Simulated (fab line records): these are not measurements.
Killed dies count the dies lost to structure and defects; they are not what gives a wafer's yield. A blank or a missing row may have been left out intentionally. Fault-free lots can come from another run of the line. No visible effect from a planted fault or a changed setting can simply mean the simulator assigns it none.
Chamber matching | flow n5 finfet | N5_BEOL_M6_CMP_52 on cmp-02 has 4 sister chambers
The step polishes, stops on SiCOH lowk, t overpolish 6.9 s, target thk 80 nm. 4 wafers are shown with their chamber, then 10 later ones without.

EACH WAFER AND ITS CHAMBER
wafer  | chamber | motor current A (A)
L081.3 | 2       | 6.1
L081.6 | 1       | 7.3
L084.1 | 3       | 6.0
L084.4 | 0       | 6.9

WAFERS WHOSE CHAMBER IS MISSING
wafer  | motor current A (A)
L084.6 | 7.5
L085.1 | 7.2
L085.2 | 6.1
L085.3 | 6.4
L096.3 | 6.4
L096.5 | 5.9
L096.6 | 6.4
L095.2 | 6.3
L095.5 | 7.4
L095.6 | 6.2

EACH ONE'S CHAMBER
wafer  | from the rows above          | in truth
L084.6 | 1                            | 1
L085.1 | can't be placed: 1 or 0      | 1
L085.2 | can't be placed: 2 or 3      | 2
L085.3 | can't be placed: 2 or 3 or 0 | 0
L096.3 | can't be placed: 2 or 3 or 0 | 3
L096.5 | can't be placed: 3 or 2      | 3
L096.6 | can't be placed: 2 or 3 or 0 | 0
L095.2 | can't be placed: 2 or 3      | 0
L095.5 | 1                            | 1
L095.6 | can't be placed: 2 or 3      | 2
2 of 10 placed correctly. Can't be placed from these rows: 8 (the true chamber is among the candidates in 7). Number placed wrongly: 0.
How it was worked out, from the rows above alone: a wafer's distance from a chamber is the root of the sum, over the readings, of the square of ((its reading less the chamber's mean) divided by the reading's scatter). The wafer belongs to the nearest chamber; if the next one is less than 2 further off, it can't be placed. Each chamber's mean is taken over the wafers shown for it. The scatter: with one shown wafer a chamber, the root of the mean of the squares of how far each hidden wafer lies from its nearest shown one.
